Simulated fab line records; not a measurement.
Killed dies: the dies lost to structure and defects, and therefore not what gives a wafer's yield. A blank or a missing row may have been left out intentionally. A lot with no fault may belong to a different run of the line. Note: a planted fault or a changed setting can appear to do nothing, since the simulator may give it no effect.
What tool caused it? + flow n5-finfet + 21 lots with 63 wafers sampled at 6 steps, on a route of 1938 steps

== WHAT THE GAUGES READ, wafer by wafer ==
The record lacks any reading of a measuring or inspecting step that a usual standard deviation could be used to judge.

== WHAT TOOL EACH LOT RAN ON (gives the tool, then ch and the chambers of the sampled wafers, and finally the start) ==
| lot  | N5_FIN_SAQP_ETCH_69               | N5_FIN_SAQP_RECESS_71             | N5_FIN_SAQP_SPACER2_ETCHBACK_29   | N5_FIN_SAQP_STRIP_77              | N5_FIN_CUT_STRIP_24               | N5_DUMMY_GATE_ALD_02             |
|------|-----------------------------------|-----------------------------------|-----------------------------------|-----------------------------------|-----------------------------------|----------------------------------|
| L074 | rie-diel-02 ch 0,3, day 2 00:46   | vapor-etch-02 ch 0, day 2 01:03   | rie-diel-02 ch 2,3, day 2 01:32   | rie-diel-03 ch 0,1,2, day 2 01:59 | rie-diel-01 ch 1,2, day 2 03:16   | ald-sin-04 ch 2,3, day 2 14:10   |
| L075 | rie-diel-03 ch 0,1, day 2 07:33   | vapor-etch-02 ch 0, day 2 07:43   | rie-diel-03 ch 1,2, day 2 08:11   | rie-diel-03 ch 2,3, day 2 08:31   | rie-diel-01 ch 1,2, day 2 10:13   | ald-sin-03 ch 0,3, day 2 20:23   |
| L077 | rie-diel-02 ch 2,3, day 2 21:28   | vapor-etch-01 ch 0,1, day 2 21:38 | rie-diel-02 ch 0,2, day 2 22:08   | rie-diel-03 ch 0,1, day 2 22:29   | rie-diel-04 ch 1,3, day 2 23:55   | ald-sin-03 ch 0,1, day 3 10:58   |
| L078 | rie-diel-03 ch 0,2,3, day 3 03:23 | vapor-etch-02 ch 0,1, day 3 03:33 | rie-diel-02 ch 0,2, day 3 04:28   | rie-diel-03 ch 0,2,3, day 3 05:07 | rie-diel-04 ch 2,3, day 3 06:31   | ald-sin-03 ch 1,2,3, day 3 18:11 |
| L079 | rie-diel-06 ch 0,2, day 3 13:21   | vapor-etch-01 ch 1, day 3 13:35   | rie-diel-02 ch 2,3, day 3 14:08   | rie-diel-03 ch 0,2, day 3 14:29   | rie-diel-04 ch 0,2,3, day 3 15:54 | ald-sin-01 ch 2,3, day 4 01:55   |
| L080 | rie-diel-03 ch 0,3, day 3 17:55   | vapor-etch-02 ch 0,1, day 3 18:04 | rie-diel-03 ch 0,2,3, day 3 18:44 | rie-diel-03 ch 0,3, day 3 19:05   | rie-diel-05 ch 2,3, day 3 20:22   | ald-sin-01 ch 1,3, day 4 06:14   |
| L081 | rie-diel-02 ch 0,2, day 4 00:19   | vapor-etch-02 ch 0,1, day 4 00:37 | rie-diel-06 ch 2,3, day 4 01:13   | rie-diel-02 ch 0,2,3, day 4 01:33 | rie-diel-04 ch 1,2,3, day 4 02:53 | ald-sin-01 ch 2,3, day 4 12:35   |
| L082 | rie-diel-02 ch 0,1, day 4 02:56   | vapor-etch-01 ch 0,1, day 4 03:05 | rie-diel-02 ch 0,1, day 4 03:34   | rie-diel-02 ch 0,1,3, day 4 03:54 | rie-diel-01 ch 0,1,2, day 4 05:19 | ald-sin-01 ch 1,2,3, day 4 15:02 |
| L084 | rie-diel-03 ch 0,1,3, day 4 12:35 | vapor-etch-02 ch 0,1, day 4 12:44 | rie-diel-03 ch 0,1,3, day 4 13:26 | rie-diel-06 ch 1,2, day 4 13:46   | rie-diel-04 ch 0,1,3, day 4 15:03 | ald-sin-03 ch 0,1,3, day 5 00:35 |
| L085 | rie-diel-06 ch 0,1,2, day 4 18:29 | vapor-etch-01 ch 0,1, day 4 18:39 | rie-diel-06 ch 0,1, day 4 19:30   | rie-diel-06 ch 0,2,3, day 4 19:50 | rie-diel-04 ch 0,2,3, day 4 21:15 | ald-sin-03 ch 0,1,2, day 5 06:52 |
| L086 | rie-diel-02 ch 0,1,3, day 5 00:14 | vapor-etch-02 ch 0,1, day 5 00:26 | rie-diel-03 ch 0,1, day 5 00:52   | rie-diel-06 ch 0,2, day 5 01:12   | rie-diel-01 ch 1,2,3, day 5 02:37 | ald-sin-01 ch 0,2, day 5 12:19   |
| L087 | rie-diel-02 ch 0,1, day 5 07:02   | vapor-etch-01 ch 0,1, day 5 07:14 | rie-diel-02 ch 0,1,2, day 5 08:24 | rie-diel-03 ch 0,1,3, day 5 09:13 | rie-diel-05 ch 1,2, day 5 10:38   | ald-sin-01 ch 0,1, day 5 20:12   |
| L088 | rie-diel-03 ch 0,1,3, day 5 14:38 | vapor-etch-01 ch 0,1, day 5 14:47 | rie-diel-03 ch 0,1,3, day 5 15:39 | rie-diel-02 ch 0,1,2, day 5 16:02 | rie-diel-05 ch 0,2, day 5 17:19   | ald-sin-03 ch 0,3, day 6 04:11   |
| L089 | rie-diel-02 ch 0,2,3, day 5 22:22 | vapor-etch-01 ch 0,1, day 5 22:31 | rie-diel-03 ch 0,2,3, day 5 23:19 | rie-diel-06 ch 2,3, day 5 23:46   | rie-diel-01 ch 0,1, day 6 01:08   | ald-sin-01 ch 0,2,3, day 6 10:49 |
| L090 | rie-diel-03 ch 0,1,3, day 6 02:33 | vapor-etch-02 ch 0,1, day 6 02:45 | rie-diel-02 ch 0,1,3, day 6 03:19 | rie-diel-06 ch 0,2,3, day 6 03:40 | rie-diel-05 ch 0,2, day 6 05:04   | ald-sin-04 ch 1,2,3, day 6 14:55 |
| L091 | rie-diel-02 ch 0,1,2, day 6 06:52 | vapor-etch-02 ch 0,1, day 6 07:01 | rie-diel-02 ch 0,2,3, day 6 07:31 | rie-diel-06 ch 0,2,3, day 6 08:02 | rie-diel-04 ch 0,2,3, day 6 09:19 | ald-sin-04 ch 0,2,3, day 6 18:37 |
| L092 | rie-diel-06 ch 1,2,3, day 6 13:17 | vapor-etch-02 ch 0,1, day 6 13:26 | rie-diel-03 ch 1,2,3, day 6 13:55 | rie-diel-03 ch 1,2,3, day 6 14:15 | rie-diel-04 ch 0,2,3, day 6 15:54 | ald-sin-03 ch 0,1,3, day 7 01:56 |
| L093 | rie-diel-03 ch 0,1,2, day 6 20:49 | vapor-etch-02 ch 0,1, day 6 20:59 | rie-diel-03 ch 0,1,2, day 6 22:44 | rie-diel-02 ch 0,1,3, day 6 23:04 | rie-diel-05 ch 0,2,3, day 7 00:29 | ald-sin-04 ch 0,1,3, day 7 09:53 |
| L094 | rie-diel-06 ch 0,1,2, day 7 03:01 | vapor-etch-02 ch 0,1, day 7 03:11 | rie-diel-02 ch 0,1, day 7 03:39   | rie-diel-06 ch 0,3, day 7 04:01   | rie-diel-01 ch 0,1, day 7 05:26   | ald-sin-04 ch 1,3, day 7 14:53   |
| L096 | rie-diel-06 ch 0,1,3, day 7 14:19 | vapor-etch-02 ch 0,1, day 7 14:28 | rie-diel-02 ch 1,2,3, day 7 15:31 | rie-diel-06 ch 0,1,3, day 7 15:51 | rie-diel-01 ch 0,2,3, day 8 05:56 | ald-sin-01 ch 0,1,3, day 8 16:37 |
| L097 | rie-diel-06 ch 1,2, day 7 19:30   | vapor-etch-02 ch 0,1, day 7 19:40 | rie-diel-06 ch 1,2, day 7 20:08   | rie-diel-02 ch 0,2,3, day 7 20:34 | rie-diel-05 ch 0,3, day 8 05:58   | ald-sin-01 ch 1,3, day 8 16:14   |
- N5_FIN_SAQP_ETCH_69: etches SOC in N2/H2, stops on SiNx, target depth 150 nm.
- N5_FIN_SAQP_RECESS_71: chemistry HF/NH3, target SiO2, target depth 3 nm, afs cycles 1, sublimation time 60 s.
- N5_FIN_SAQP_SPACER2_ETCHBACK_29: etches SiO2 in CHF3/O2, target depth 12.2 nm, time 6.1 s.
- N5_FIN_SAQP_STRIP_77: strips in N2/H2, time 90 s.
- N5_FIN_CUT_STRIP_24: strips in CF4.
- N5_DUMMY_GATE_ALD_02: deposits SiO2, target thk 2 nm, pulse time 1 s.

== AS READ BY THE TOOLS THEMSELVES (means over the sampled wafers that have a number; for cases with no such wafer, the mark the record gives instead) ==
N5_FIN_SAQP_ETCH_69.
| lot  | tool        | drypump-motor-current-A (A) | oes-product-au (a.u.) | rf-vpp-V (V) | showerhead-plenum-p-Torr (Torr) | throttle-valve-pct (%) |
|------|-------------|-----------------------------|-----------------------|--------------|---------------------------------|------------------------|
| L074 | rie-diel-02 | 5.4                         | 0.80                  | 241.0        | 2.64                            | 17.76                  |
| L075 | rie-diel-03 | 5.7                         | 0.84                  | 242.2        | 2.68                            | 17.39                  |
| L077 | rie-diel-02 | 5.2                         | 0.73                  | 241.0        | 2.56                            | 18.22                  |
| L078 | rie-diel-03 | 5.7                         | 0.79                  | 241.9        | 2.62                            | 17.46                  |
| L079 | rie-diel-06 | 5.7                         | 0.88                  | 239.7        | 2.48                            | 17.61                  |
| L080 | rie-diel-03 | 5.7                         | 0.86                  | 241.6        | 2.65                            | 17.32                  |
| L081 | rie-diel-02 | 5.2                         | 0.71                  | 240.2        | 2.53                            | 18.31                  |
| L082 | rie-diel-02 | 5.2                         | 0.88                  | 240.1        | 2.52                            | 17.83                  |
| L084 | rie-diel-03 | 5.9                         | 0.86                  | 242.2        | 2.62                            | 17.43                  |
| L085 | rie-diel-06 | 5.5                         | 0.83                  | 239.6        | 2.46                            | 17.71                  |
| L086 | rie-diel-02 | 5.3                         | 0.80                  | 240.8        | 2.57                            | 17.83                  |
| L087 | rie-diel-02 | 5.2                         | 0.83                  | 240.6        | 2.52                            | 17.84                  |
| L088 | rie-diel-03 | 5.9                         | 0.84                  | 241.6        | 2.61                            | 17.45                  |
| L089 | rie-diel-02 | 5.3                         | 0.81                  | 241.3        | 2.57                            | 17.93                  |
| L090 | rie-diel-03 | 5.9                         | 0.84                  | 241.8        | 2.61                            | 17.46                  |
| L091 | rie-diel-02 | 5.2                         | 0.84                  | 239.6        | 2.51                            | 17.96                  |
| L092 | rie-diel-06 | 5.6                         | 0.79                  | 240.0        | 2.49                            | 17.83                  |
| L093 | rie-diel-03 | 5.8                         | 0.86                  | 242.5        | 2.63                            | 17.33                  |
| L094 | rie-diel-06 | 5.5                         | 0.81                  | 240.3        | 2.45                            | 17.73                  |
| L096 | rie-diel-06 | 5.9                         | 0.80                  | 240.6        | 2.49                            | 17.87                  |
| L097 | rie-diel-06 | 5.2                         | 0.79                  | 239.6        | 2.45                            | 17.69                  |

N5_FIN_SAQP_RECESS_71.
| lot  | tool          | drypump-motor-current-A (A) | foreline-p-Torr (Torr) |
|------|---------------|-----------------------------|------------------------|
| L074 | vapor-etch-02 | 5.68                        | 0.1281                 |
| L075 | vapor-etch-02 | 5.68                        | 0.1280                 |
| L077 | vapor-etch-01 | 5.53                        | 0.1278                 |
| L078 | vapor-etch-02 | 5.60                        | 0.1277                 |
| L079 | vapor-etch-01 | 5.33                        | 0.1283                 |
| L080 | vapor-etch-02 | 5.52                        | 0.1276                 |
| L081 | vapor-etch-02 | 5.60                        | 0.1276                 |
| L082 | vapor-etch-01 | 5.75                        | 0.1276                 |
| L084 | vapor-etch-02 | 5.52                        | 0.1279                 |
| L085 | vapor-etch-01 | 5.74                        | 0.1282                 |
| L086 | vapor-etch-02 | 5.52                        | 0.1287                 |
| L087 | vapor-etch-01 | 5.71                        | 0.1280                 |
| L088 | vapor-etch-01 | 5.53                        | 0.1281                 |
| L089 | vapor-etch-01 | 5.54                        | 0.1279                 |
| L090 | vapor-etch-02 | 5.59                        | 0.1278                 |
| L091 | vapor-etch-02 | 5.61                        | 0.1279                 |
| L092 | vapor-etch-02 | 5.60                        | 0.1281                 |
| L093 | vapor-etch-02 | 5.61                        | 0.1282                 |
| L094 | vapor-etch-02 | 5.52                        | 0.1279                 |
| L096 | vapor-etch-02 | 5.52                        | 0.1274                 |
| L097 | vapor-etch-02 | 5.51                        | 0.1276                 |

N5_FIN_SAQP_SPACER2_ETCHBACK_29.
| lot  | tool        | drypump-motor-current-A (A) | oes_f_703_au (a.u.) | oes_o_777_au (a.u.) | oes-product-au (a.u.) | rf-vpp-V (V) | showerhead-plenum-p-Torr (Torr) | throttle-valve-pct (%) |
|------|-------------|-----------------------------|---------------------|---------------------|-----------------------|--------------|---------------------------------|------------------------|
| L074 | rie-diel-02 | 5.3                         | 0.79                | 0.79                | 0.79                  | 515          | 2.48                            | 19.03                  |
| L075 | rie-diel-03 | 6.0                         | 0.67                | 0.69                | 0.69                  | 535          | 2.48                            | 18.96                  |
| L077 | rie-diel-02 | 5.3                         | 0.74                | 0.74                | 0.74                  | 516          | 2.41                            | 19.17                  |
| L078 | rie-diel-02 | 5.2                         | 0.72                | 0.72                | 0.71                  | 510          | 2.40                            | 19.30                  |
| L079 | rie-diel-02 | 5.2                         | 0.74                | 0.74                | 0.73                  | 509          | 2.43                            | 19.25                  |
| L080 | rie-diel-03 | 5.7                         | 0.79                | 0.78                | 0.78                  | 525          | 2.48                            | 18.58                  |
| L081 | rie-diel-06 | 5.8                         | 0.84                | 0.85                | 0.84                  | 525          | 2.39                            | 18.90                  |
| L082 | rie-diel-02 | 5.1                         | 0.86                | 0.87                | 0.89                  | 523          | 2.41                            | 18.99                  |
| L084 | rie-diel-03 | 5.9                         | 0.87                | 0.87                | 0.88                  | 533          | 2.48                            | 18.50                  |
| L085 | rie-diel-06 | 5.8                         | 0.86                | 0.86                | 0.87                  | 524          | 2.36                            | 18.99                  |
| L086 | rie-diel-03 | 5.6                         | 0.89                | 0.89                | 0.90                  | 537          | 2.52                            | 18.40                  |
| L087 | rie-diel-02 | 5.2                         | 0.88                | 0.87                | 0.87                  | 516          | 2.39                            | 19.04                  |
| L088 | rie-diel-03 | 5.9                         | 0.85                | 0.85                | 0.87                  | 532          | 2.47                            | 18.52                  |
| L089 | rie-diel-03 | 5.7                         | 0.84                | 0.83                | 0.85                  | 524          | 2.47                            | 18.48                  |
| L090 | rie-diel-02 | 5.3                         | 0.78                | 0.79                | 0.80                  | 521          | 2.44                            | 19.01                  |
| L091 | rie-diel-02 | 5.3                         | 0.82                | 0.82                | 0.82                  | 514          | 2.43                            | 19.00                  |
| L092 | rie-diel-03 | 5.9                         | 0.85                | 0.84                | 0.86                  | 527          | 2.45                            | 18.59                  |
| L093 | rie-diel-03 | 5.7                         | 0.87                | 0.87                | 0.88                  | 532          | 2.49                            | 18.49                  |
| L094 | rie-diel-02 | 5.2                         | 0.80                | 0.80                | 0.82                  | 523          | 2.40                            | 19.04                  |
| L096 | rie-diel-02 | 5.2                         | 0.84                | 0.84                | 0.84                  | 516          | 2.42                            | 19.01                  |
| L097 | rie-diel-06 | 5.2                         | 0.78                | 0.80                | 0.80                  | 529          | 2.34                            | 18.92                  |

N5_FIN_SAQP_STRIP_77.
| lot  | tool        | drypump-motor-current-A (A) | oes-product-au (a.u.) | rf-vpp-V (V) | showerhead-plenum-p-Torr (Torr) | throttle-valve-pct (%) |
|------|-------------|-----------------------------|-----------------------|--------------|---------------------------------|------------------------|
| L074 | rie-diel-03 | 5.8                         | 0.78                  | 45.6         | 3.51                            | 12.01                  |
| L075 | rie-diel-03 | 5.9                         | 0.78                  | 44.7         | 3.43                            | 12.04                  |
| L077 | rie-diel-03 | 5.7                         | 0.84                  | 44.4         | 3.54                            | 11.83                  |
| L078 | rie-diel-03 | 5.7                         | 0.80                  | 45.5         | 3.48                            | 11.91                  |
| L079 | rie-diel-03 | 5.5                         | 0.82                  | 45.5         | 3.53                            | 11.78                  |
| L080 | rie-diel-03 | 5.8                         | 0.83                  | 45.3         | 3.46                            | 11.86                  |
| L081 | rie-diel-02 | 5.3                         | 0.75                  | 45.0         | 3.42                            | 12.44                  |
| L082 | rie-diel-02 | 5.3                         | 0.85                  | 44.0         | 3.41                            | 12.17                  |
| L084 | rie-diel-06 | 5.0                         | 0.79                  | 46.1         | 3.25                            | 12.13                  |
| L085 | rie-diel-06 | 6.1                         | 0.86                  | 44.1         | 3.34                            | 12.07                  |
| L086 | rie-diel-06 | 5.8                         | 0.87                  | 45.1         | 3.29                            | 11.96                  |
| L087 | rie-diel-03 | 5.9                         | 0.87                  | 45.6         | 3.47                            | 11.82                  |
| L088 | rie-diel-02 | 5.2                         | 0.86                  | 46.1         | 3.34                            | 12.23                  |
| L089 | rie-diel-06 | 6.2                         | 0.83                  | 45.3         | 3.38                            | 12.18                  |
| L090 | rie-diel-06 | 6.1                         | 0.85                  | 44.9         | 3.34                            | 12.09                  |
| L091 | rie-diel-06 | 6.1                         | 0.85                  | 44.8         | 3.34                            | 12.09                  |
| L092 | rie-diel-03 | 5.9                         | 0.87                  | 44.9         | 3.42                            | 11.85                  |
| L093 | rie-diel-02 | 5.3                         | 0.80                  | 45.2         | 3.40                            | 12.25                  |
| L094 | rie-diel-06 | 6.4                         | 0.85                  | 45.0         | 3.34                            | 12.12                  |
| L096 | rie-diel-06 | 5.9                         | 0.81                  | 45.3         | 3.31                            | 12.22                  |
| L097 | rie-diel-02 | 5.3                         | 0.80                  | 45.8         | 3.40                            | 12.30                  |

N5_FIN_CUT_STRIP_24.
| lot  | tool        | drypump-motor-current-A (A) | oes-product-au (a.u.) | power-w (W) | rf-vpp-V (V) | showerhead-plenum-p-Torr (Torr) | throttle-valve-pct (%) |
|------|-------------|-----------------------------|-----------------------|-------------|--------------|---------------------------------|------------------------|
| L074 | rie-diel-01 | 5.4                         | 0.73                  | 299.9       | 271.6        | 1.78                            | 13.81                  |
| L075 | rie-diel-01 | 5.4                         | 0.73                  | 300.5       | 270.6        | 1.78                            | 13.80                  |
| L077 | rie-diel-04 | 6.0                         | 0.71                  | 300.0       | 272.4        | 1.86                            | 13.82                  |
| L078 | rie-diel-04 | 6.0                         | 0.70                  | 300.0       | 271.5        | 1.83                            | 13.72                  |
| L079 | rie-diel-04 | 5.9                         | 0.70                  | 299.4       | 272.5        | 1.82                            | 13.70                  |
| L080 | rie-diel-05 | 5.7                         | 0.73                  | 300.0       | 271.0        | 1.78                            | 13.59                  |
| L081 | rie-diel-04 | 6.1                         | 0.70                  | 300.1       | 272.2        | 1.83                            | 13.73                  |
| L082 | rie-diel-01 | 5.4                         | 0.77                  | 300.0       | 271.8        | 1.80                            | 13.65                  |
| L084 | rie-diel-04 | 5.9                         | 0.71                  | 300.4       | 272.3        | 1.86                            | 13.80                  |
| L085 | rie-diel-04 | 5.9                         | 0.80                  | 300.2       | 270.2        | 1.82                            | 13.51                  |
| L086 | rie-diel-01 | 5.5                         | 0.73                  | 300.3       | 270.0        | 1.76                            | 13.66                  |
| L087 | rie-diel-05 | 5.4                         | 0.75                  | 300.0       | 271.3        | 1.79                            | 13.42                  |
| L088 | rie-diel-05 | 5.6                         | 0.88                  | 299.8       | 271.9        | 1.87                            | 13.45                  |
| L089 | rie-diel-01 | 5.4                         | 0.81                  | 300.4       | 271.8        | 1.81                            | 13.49                  |
| L090 | rie-diel-05 | 5.6                         | 0.87                  | 299.0       | 272.7        | 1.87                            | 13.45                  |
| L091 | rie-diel-04 | 5.9                         | 0.77                  | 300.4       | 272.3        | 1.81                            | 13.53                  |
| L092 | rie-diel-04 | 5.9                         | 0.77                  | 299.9       | 271.6        | 1.81                            | 13.54                  |
| L093 | rie-diel-05 | 5.6                         | 0.78                  | 300.4       | 271.9        | 1.82                            | 13.58                  |
| L094 | rie-diel-01 | 5.4                         | 0.77                  | 299.8       | 270.8        | 1.81                            | 13.56                  |
| L096 | rie-diel-01 | 5.4                         | 0.75                  | 299.7       | 271.3        | 1.77                            | 13.65                  |
| L097 | rie-diel-05 | 5.5                         | 0.83                  | 299.3       | 272.8        | 1.86                            | 13.49                  |

N5_DUMMY_GATE_ALD_02.
| lot  | tool       | heater-power-w (W) | precursor-pulse-height-rel |
|------|------------|--------------------|----------------------------|
| L074 | ald-sin-04 | 505                | 1.001                      |
| L075 | ald-sin-03 | 514                | 0.999                      |
| L077 | ald-sin-03 | 514                | 1.004                      |
| L078 | ald-sin-03 | 438                | 1.002                      |
| L079 | ald-sin-01 | 397                | 0.996                      |
| L080 | ald-sin-01 | 400                | 1.011                      |
| L081 | ald-sin-01 | 400                | 1.006                      |
| L082 | ald-sin-01 | 428                | 0.983                      |
| L084 | ald-sin-03 | 476                | 1.001                      |
| L085 | ald-sin-03 | 481                | 0.995                      |
| L086 | ald-sin-01 | 494                | 1.005                      |
| L087 | ald-sin-01 | 490                | 0.995                      |
| L088 | ald-sin-03 | 518                | 1.015                      |
| L089 | ald-sin-01 | 458                | 1.010                      |
| L090 | ald-sin-04 | 481                | 1.011                      |
| L091 | ald-sin-04 | 469                | 1.005                      |
| L092 | ald-sin-03 | 479                | 1.003                      |
| L093 | ald-sin-04 | 515                | 0.993                      |
| L094 | ald-sin-04 | 538                | 0.994                      |
| L096 | ald-sin-01 | 454                | 0.985                      |
| L097 | ald-sin-01 | 436                | 1.013                      |

== THE ANSWER, worked out from the rows above alone ==
Rule: the usual values come from the lots themselves. The widest of any qualifying gaps counts: lots, ordered by their means at a reading, are off when they make up no more than a third of the lots, leave a main group of 4 or more, and stand apart from it by 3 or more times the standard deviation of that group's means. A main group whose means are all the same, to the digits that the tables above print for the reading, isn't used. A lot without any number at a reading at which 4 lots or more have one is off too. Where the step has rows for the other lots, those lots are counted as sound. Order of review: gauges by route order, followed by the tools' own readings, for which a lot's mean as printed above is used. At the first step where some lot is off, the reading lying furthest off is the one used; lots without a number count as furthest.
No lot is off on any of the readings shown, so nothing can be concluded from this.

== WHAT THE SIMULATOR HAD INSERTED ==
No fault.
